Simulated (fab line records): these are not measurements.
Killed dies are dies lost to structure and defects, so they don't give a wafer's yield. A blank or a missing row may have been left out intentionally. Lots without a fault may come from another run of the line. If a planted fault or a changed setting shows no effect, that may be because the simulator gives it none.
Chamber matching :: flow nand_harc :: cmp-01 running NHARC_P_BONDPAD_CMP_19: 4 sister chambers
The step polishes, t overpolish 30 s, cu recess touch 16 s, target thk 160.81 nm. 18 wafers are shown with their chamber, then 9 later ones without.

== EACH WAFER AND ITS CHAMBER ==
wafer: L075.3
chamber: 2
motor_current_A (A): 12.2
overpolish_run_s (s): 29.994

wafer: L075.4
chamber: 1
motor_current_A (A): 10.8
overpolish_run_s (s): 29.998

wafer: L075.6
chamber: 2
motor_current_A (A): 12.9
overpolish_run_s (s): 30.005

wafer: L075.1
chamber: 0
motor_current_A (A): 10.7
overpolish_run_s (s): 29.997

wafer: L075.2
chamber: 3
motor_current_A (A): 12.1
overpolish_run_s (s): 29.995

wafer: L075.5
chamber: 1
motor_current_A (A): 11.4
overpolish_run_s (s): 30.000

wafer: L077.1
chamber: 2
motor_current_A (A): 11.8
overpolish_run_s (s): 29.983

wafer: L077.2
chamber: 3
motor_current_A (A): 12.0
overpolish_run_s (s): 30.004

wafer: L077.3
chamber: 0
motor_current_A (A): 10.5
overpolish_run_s (s): 29.985

wafer: L082.2
chamber: 3
motor_current_A (A): 11.6
overpolish_run_s (s): 30.012

wafer: L082.4
chamber: 1
motor_current_A (A): 11.0
overpolish_run_s (s): 30.002

wafer: L082.6
chamber: 3
motor_current_A (A): 11.7
overpolish_run_s (s): 29.993

wafer: L083.1
chamber: 2
motor_current_A (A): 12.2
overpolish_run_s (s): 29.992

wafer: L083.3
chamber: 3
motor_current_A (A): 11.9
overpolish_run_s (s): 30.008

wafer: L083.4
chamber: 0
motor_current_A (A): 9.9
overpolish_run_s (s): 29.998

wafer: L088.4
chamber: 2
motor_current_A (A): 12.3
overpolish_run_s (s): 29.999

wafer: L088.5
chamber: 0
motor_current_A (A): 10.6
overpolish_run_s (s): 30.000

wafer: L088.6
chamber: 3
motor_current_A (A): 12.0
overpolish_run_s (s): 30.001

SIGNATURES (averages over the wafers above)
reading: motor_current_A
chamber 0: 10.425
chamber 1: 11.067
chamber 2: 12.280
chamber 3: 11.883
scatter within a chamber: 0.315

reading: overpolish_run_s
chamber 0: 29.99500
chamber 1: 30.00000
chamber 2: 29.99460
chamber 3: 30.00217
scatter within a chamber: 0.007
Rule: distance of a wafer from a chamber = root of the sum over the readings of ((wafer's reading minus chamber's mean) / reading's scatter) squared. The wafer belongs to the nearest chamber; if the next one is less than 2 further off, it can't be placed. The scatter: take each reading less its chamber's mean, square it, sum over the shown wafers, divide by the number of wafers less the number of chambers, and take the root.

== WAFERS WHOSE CHAMBER IS MISSING ==
wafer: L093.1
motor_current_A (A): 12.0
overpolish_run_s (s): 30.008

wafer: L093.3
motor_current_A (A): 11.6
overpolish_run_s (s): 29.990

wafer: L093.6
motor_current_A (A): 11.4
overpolish_run_s (s): 29.991

wafer: L094.2
motor_current_A (A): 11.2
overpolish_run_s (s): 30.004

wafer: L094.4
motor_current_A (A): 10.7
overpolish_run_s (s): 30.005

wafer: L094.6
motor_current_A (A): 12.0
overpolish_run_s (s): 29.989

wafer: L095.2
motor_current_A (A): 11.6
overpolish_run_s (s): 30.006

wafer: L095.3
motor_current_A (A): 10.4
overpolish_run_s (s): 30.012

wafer: L095.5
motor_current_A (A): 12.8
overpolish_run_s (s): 29.998

== CHAMBER TAKEN BY EACH ==
wafer: L093.1
from the rows above: can't be placed: 3 or 2
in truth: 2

wafer: L093.3
from the rows above: can't be placed: 3 or 1 or 2 or 0
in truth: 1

wafer: L093.6
from the rows above: can't be placed: 1 or 3 or 2 or 0
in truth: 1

wafer: L094.2
from the rows above: can't be placed: 1 or 3
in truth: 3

wafer: L094.4
from the rows above: can't be placed: 1 or 0
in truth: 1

wafer: L094.6
from the rows above: can't be placed: 2 or 3
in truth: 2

wafer: L095.2
from the rows above: can't be placed: 3 or 1 or 2
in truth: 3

wafer: L095.3
from the rows above: can't be placed: 0 or 1
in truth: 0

wafer: L095.5
from the rows above: can't be placed: 2 or 3
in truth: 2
Correctly placed: 0 of 9. From these rows, 9 cannot be placed; in 9 the true chamber is one of the candidates. Wrongly placed: 0.
